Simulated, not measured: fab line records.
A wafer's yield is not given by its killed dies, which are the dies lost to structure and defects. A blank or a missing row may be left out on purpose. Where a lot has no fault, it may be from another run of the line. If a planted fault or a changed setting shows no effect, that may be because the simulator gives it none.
Which tool is to blame? / flow nand harc / Sampling: 14 lots, 42 wafers, 4 of 1159 route steps

WHAT THE GAUGES READ, wafer by wafer
NHARC_A_SLIT_OVL_MEAS_10. Usual: overlay x nm -0.3 nm, standard deviation 1.2; overlay y nm 0.0 nm, standard deviation 0.89.
lot=L199; measured=day 14 18:55; on=overlay-02; overlay x nm (nm)=-0.7 -1.0 -1.2; overlay y nm (nm)=-1.7 -1.4 -1.2; flag=
lot=L200; measured=day 14 19:04; on=overlay-01; overlay x nm (nm)=0.5 0.2 1.0; overlay y nm (nm)=-0.1 -0.4 -0.2; flag=
lot=L201; measured=day 15 16:04; on=overlay-01; overlay x nm (nm)=1.4 0.8 0.9; overlay y nm (nm)=0.2 0.2 0.6; flag=
lot=L202; measured=day 15 16:35; on=overlay-02; overlay x nm (nm)=1.1 0.1 0.7; overlay y nm (nm)=0.1 0.2 -0.1; flag=
lot=L203; measured=day 16 06:18; on=overlay-02; overlay x nm (nm)=-0.6 -1.1 -0.6; overlay y nm (nm)=-0.5 -0.3 -0.4; flag=
lot=L205; measured=day 16 21:52; on=overlay-02; overlay x nm (nm)=-0.9 -1.5 -1.3; overlay y nm (nm)=0.9 1.0 0.5; flag=
lot=L210; measured=day 17 16:20; on=overlay-01; overlay x nm (nm)=-0.5 -0.2 -0.6; overlay y nm (nm)=-1.2 -1.3 -1.3; flag=
lot=L211; measured=day 18 06:00; on=overlay-01; overlay x nm (nm)=-0.8 -0.5 -1.2; overlay y nm (nm)=-0.3 -0.8 -0.3; flag=
lot=L212; measured=day 18 12:33; on=overlay-02; overlay x nm (nm)=0.7 1.2 0.4; overlay y nm (nm)=-0.5 0.2 -0.4; flag=
lot=L214; measured=day 18 19:08; on=overlay-01; overlay x nm (nm)=-0.7 -0.4 -0.7; overlay y nm (nm)=-0.9 0.2 0.2; flag=
lot=L216; measured=day 19 14:15; on=overlay-01; overlay x nm (nm)=-0.1 0.4 0.2; overlay y nm (nm)=2.0 2.0 2.2; flag=
lot=L217; measured=day 19 16:56; on=overlay-02; overlay x nm (nm)=-2.9 -3.4 -3.0; overlay y nm (nm)=-1.2 -1.6 -1.5; flag=
lot=L218; measured=day 19 17:17; on=overlay-01; overlay x nm (nm)=-0.5 -0.6 -1.1; overlay y nm (nm)=1.0 1.3 1.9; flag=
lot=L219; measured=day 20 16:25; on=overlay-02; overlay x nm (nm)=-1.8 -2.3 -1.7; overlay y nm (nm)=0.0 0.8 0.3; flag=

NHARC_A_SIN_REMOVE_INSPECT_04. Usual: raw defect count reads 310 (standard deviation 79).
lot=L199; measured=day 15 06:14; on=defect inspect-02; raw defect count=344 412 299; flag=
lot=L200; measured=day 15 06:14; on=defect inspect-01; raw defect count=354 425 384; flag=
lot=L201; measured=day 16 03:39; on=defect inspect-01; raw defect count=217; flag=
lot=L202; measured=day 16 03:42; on=defect inspect-01; raw defect count=368 433 297; flag=
lot=L203; measured=day 16 20:19; on=defect inspect-02; raw defect count=302 276; flag=
lot=L205; measured=day 17 11:51; on=defect inspect-02; raw defect count=211 245 382; flag=
lot=L210; measured=day 18 03:22; on=defect inspect-02; raw defect count=325 277 288; flag=
lot=L211; measured=day 18 17:22; on=defect inspect-02; raw defect count=272 431 201; flag=
lot=L212; measured=day 18 23:47; on=defect inspect-01; raw defect count=301 316 345; flag=
lot=L214; measured=day 19 07:19; on=defect inspect-02; raw defect count=367 535 588; flag=
lot=L216; measured=day 20 01:25; on=defect inspect-02; raw defect count=240 263 309; flag=
lot=L217; measured=day 20 06:12; on=defect inspect-01; raw defect count=254 408 266; flag=
lot=L218; measured=day 20 06:12; on=defect inspect-02; raw defect count=269 374 268; flag=
lot=L219; measured=day 21 06:31; on=defect inspect-01; raw defect count=244 186 341; flag=

TOOL THAT RAN EACH LOT (tool first, then ch and the chambers of the sampled wafers, then the start)
lot=L199; NHARC_A_SLIT_DEP_23=pecvd-02 ch 1,2, day 14 18:13; NHARC_A_SLIT_ETCH_29=rie diel-04 ch 1,3, day 14 21:55
lot=L200; NHARC_A_SLIT_DEP_23=pecvd-03 ch 1,2, day 14 18:16; NHARC_A_SLIT_ETCH_29=rie diel-04 ch 1,2,3, day 14 22:11
lot=L201; NHARC_A_SLIT_DEP_23=pecvd-02 ch 0,1,2, day 15 15:18; NHARC_A_SLIT_ETCH_29=rie diel-04 ch 0,3, day 15 19:01
lot=L202; NHARC_A_SLIT_DEP_23=pecvd-01 ch 0,2, day 15 15:58; NHARC_A_SLIT_ETCH_29=rie diel-01 ch 0,2,3, day 15 19:34
lot=L203; NHARC_A_SLIT_DEP_23=pecvd-03 ch 0,1,2, day 16 05:39; NHARC_A_SLIT_ETCH_29=rie diel-04 ch 0,1,3, day 16 12:02
lot=L205; NHARC_A_SLIT_DEP_23=pecvd-02 ch 0,1,2, day 16 21:14; NHARC_A_SLIT_ETCH_29=rie diel-01 ch 0,1,3, day 17 03:31
lot=L210; NHARC_A_SLIT_DEP_23=pecvd-03 ch 0,2, day 17 15:42; NHARC_A_SLIT_ETCH_29=rie diel-01 ch 1,2, day 17 19:19
lot=L211; NHARC_A_SLIT_DEP_23=pecvd-02 ch 0,2, day 18 05:22; NHARC_A_SLIT_ETCH_29=rie diel-01 ch 2,3, day 18 09:02
lot=L212; NHARC_A_SLIT_DEP_23=pecvd-03 ch 1,2, day 18 11:54; NHARC_A_SLIT_ETCH_29=rie diel-01 ch 0,3, day 18 15:32
lot=L214; NHARC_A_SLIT_DEP_23=pecvd-03 ch 0,2, day 18 18:22; NHARC_A_SLIT_ETCH_29=rie diel-10 ch 1,2,3, day 19 00:44
lot=L216; NHARC_A_SLIT_DEP_23=pecvd-03 ch 0,1,2, day 19 13:30; NHARC_A_SLIT_ETCH_29=rie diel-10 ch 0,2, day 19 17:13
lot=L217; NHARC_A_SLIT_DEP_23=pecvd-03 ch 0,1,2, day 19 16:10; NHARC_A_SLIT_ETCH_29=rie diel-01 ch 0,1,2, day 19 19:55
lot=L218; NHARC_A_SLIT_DEP_23=pecvd-02 ch 0,2, day 19 16:32; NHARC_A_SLIT_ETCH_29=rie diel-04 ch 1,2,3, day 19 20:17
lot=L219; NHARC_A_SLIT_DEP_23=pecvd-02 ch 0,2, day 20 15:41; NHARC_A_SLIT_ETCH_29=rie diel-10 ch 0,2,3, day 20 23:04
- NHARC_A_SLIT_DEP_23: deposits SiON, target thk 100 nm.
- NHARC_A_SLIT_ETCH_29: etches the open film in CF4/O2, target depth 100 nm, overetch 10 nm, time 55 s.

WHAT THE TOOLS THEMSELVES READ (means of the sampled wafers that have a number; where no wafer has one, the mark that the record gives instead)
NHARC_A_SLIT_DEP_23. Usual: heater power w 769 W, standard deviation 72; showerhead vpp V 1126 V, standard deviation 53.
lot=L199; tool=pecvd-02; heater power w (W)=702; showerhead vpp V (V)=1160; flag=
lot=L200; tool=pecvd-03; heater power w (W)=770; showerhead vpp V (V)=1180; flag=
lot=L201; tool=pecvd-02; heater power w (W)=846; showerhead vpp V (V)=1118; flag=
lot=L202; tool=pecvd-01; heater power w (W)=707; showerhead vpp V (V)=1149; flag=
lot=L203; tool=pecvd-03; heater power w (W)=806; showerhead vpp V (V)=1123; flag=
lot=L205; tool=pecvd-02; heater power w (W)=818; showerhead vpp V (V)=1127; flag=
lot=L210; tool=pecvd-03; heater power w (W)=813; showerhead vpp V (V)=1103; flag=
lot=L211; tool=pecvd-02; heater power w (W)=849; showerhead vpp V (V)=1076; flag=
lot=L212; tool=pecvd-03; heater power w (W)=695; showerhead vpp V (V)=1164; flag=
lot=L214; tool=pecvd-03; heater power w (W)=808; showerhead vpp V (V)=1117; flag=
lot=L216; tool=pecvd-03; heater power w (W)=724; showerhead vpp V (V)=1114; flag=
lot=L217; tool=pecvd-03; heater power w (W)=752; showerhead vpp V (V)=1134; flag=
lot=L218; tool=pecvd-02; heater power w (W)=827; showerhead vpp V (V)=1101; flag=
lot=L219; tool=pecvd-02; heater power w (W)=866; showerhead vpp V (V)=1060; flag=

NHARC_A_SLIT_ETCH_29. Usual: value, then standard deviation, for each; drypump motor current A 5.8 A / 0.48; mfc ar sccm 0.006 sccm / 0.01; oes product au 0.996 a.u. / 0.013; rf vpp V 198.3 V / 1.2; run length s 76.3 s / 0.38; showerhead plenum p Torr 1.36 Torr / 0.044; throttle valve pct 13.398 % / 0.0089.
lot=L199; tool=rie diel-04; drypump motor current A (A)=5.6; mfc ar sccm (sccm)=0.003; oes product au (a.u.)=1.013; rf vpp V (V)=198.5; run length s (s)=76.4; showerhead plenum p Torr (Torr)=1.36; throttle valve pct (%)=13.386; flag=
lot=L200; tool=rie diel-04; drypump motor current A (A)=5.5; mfc ar sccm (sccm)=0.002; oes product au (a.u.)=1.005; rf vpp V (V)=198.3; run length s (s)=76.5; showerhead plenum p Torr (Torr)=1.35; throttle valve pct (%)=13.402; flag=
lot=L201; tool=rie diel-04; drypump motor current A (A)=5.7; mfc ar sccm (sccm)=0.002; oes product au (a.u.)=0.996; rf vpp V (V)=196.9; run length s (s)=72.2; showerhead plenum p Torr (Torr)=1.34; throttle valve pct (%)=13.396; flag=OFF
lot=L202; tool=rie diel-01; drypump motor current A (A)=6.4; mfc ar sccm (sccm)=0.010; oes product au (a.u.)=0.987; rf vpp V (V)=198.3; run length s (s)=76.2; showerhead plenum p Torr (Torr)=1.37; throttle valve pct (%)=13.402; flag=
lot=L203; tool=rie diel-04; drypump motor current A (A)=5.7; mfc ar sccm (sccm)=0.002; oes product au (a.u.)=1.002; rf vpp V (V)=199.4; run length s (s)=74.1; showerhead plenum p Torr (Torr)=1.36; throttle valve pct (%)=13.407; flag=OFF
lot=L205; tool=rie diel-01; drypump motor current A (A)=6.0; mfc ar sccm (sccm)=0.010; oes product au (a.u.)=0.992; rf vpp V (V)=198.9; run length s (s)=76.4; showerhead plenum p Torr (Torr)=1.39; throttle valve pct (%)=13.401; flag=
lot=L210; tool=rie diel-01; drypump motor current A (A)=5.5; mfc ar sccm (sccm)=0.000; oes product au (a.u.)=0.991; rf vpp V (V)=198.2; run length s (s)=75.9; showerhead plenum p Torr (Torr)=1.33; throttle valve pct (%)=13.403; flag=
lot=L211; tool=rie diel-01; drypump motor current A (A)=6.3; mfc ar sccm (sccm)=0.000; oes product au (a.u.)=0.974; rf vpp V (V)=198.4; run length s (s)=75.8; showerhead plenum p Torr (Torr)=1.36; throttle valve pct (%)=13.392; flag=
lot=L212; tool=rie diel-01; drypump motor current A (A)=6.4; mfc ar sccm (sccm)=0.010; oes product au (a.u.)=0.980; rf vpp V (V)=199.2; run length s (s)=76.1; showerhead plenum p Torr (Torr)=1.40; throttle valve pct (%)=13.398; flag=
lot=L214; tool=rie diel-10; drypump motor current A (A)=5.3; mfc ar sccm (sccm)=0.011; oes product au (a.u.)=0.990; rf vpp V (V)=199.2; run length s (s)=76.1; showerhead plenum p Torr (Torr)=1.41; throttle valve pct (%)=13.399; flag=
lot=L216; tool=rie diel-10; drypump motor current A (A)=5.7; mfc ar sccm (sccm)=0.005; oes product au (a.u.)=1.001; rf vpp V (V)=197.9; run length s (s)=76.3; showerhead plenum p Torr (Torr)=1.33; throttle valve pct (%)=13.392; flag=
lot=L217; tool=rie diel-01; drypump motor current A (A)=6.0; mfc ar sccm (sccm)=0.010; oes product au (a.u.)=0.989; rf vpp V (V)=197.3; run length s (s)=76.3; showerhead plenum p Torr (Torr)=1.36; throttle valve pct (%)=13.397; flag=
lot=L218; tool=rie diel-04; drypump motor current A (A)=5.5; mfc ar sccm (sccm)=0.002; oes product au (a.u.)=1.001; rf vpp V (V)=198.3; run length s (s)=76.4; showerhead plenum p Torr (Torr)=1.35; throttle valve pct (%)=13.404; flag=
lot=L219; tool=rie diel-10; drypump motor current A (A)=5.5; mfc ar sccm (sccm)=0.005; oes product au (a.u.)=1.003; rf vpp V (V)=198.4; run length s (s)=76.2; showerhead plenum p Torr (Torr)=1.37; throttle valve pct (%)=13.406; flag=

THE ANSWER, worked out from the rows above alone
Rule: take the mean of a lot's wafers that have a number; if it is more than 3 standard deviations from the usual mean, the lot is off. A lot without any number at a reading at which 4 lots or more have one is off too. Any other lot the step has rows for is counted as sound. First the gauges in route order, then the tools' own readings, where a lot's mean is used as printed above. The first step at which some lot is off is used, and at that step the reading that is off furthest; a lot without a number counts as furthest.
Off: L201, L203 (NHARC_A_SLIT_ETCH_29, run length s).
A tool fits if, at that step or a process step before it, it ran every lot that is off, and no sound lot after the first of them. Of those tried, none fits.

WHAT HAD BEEN PUT IN BY THE SIMULATOR
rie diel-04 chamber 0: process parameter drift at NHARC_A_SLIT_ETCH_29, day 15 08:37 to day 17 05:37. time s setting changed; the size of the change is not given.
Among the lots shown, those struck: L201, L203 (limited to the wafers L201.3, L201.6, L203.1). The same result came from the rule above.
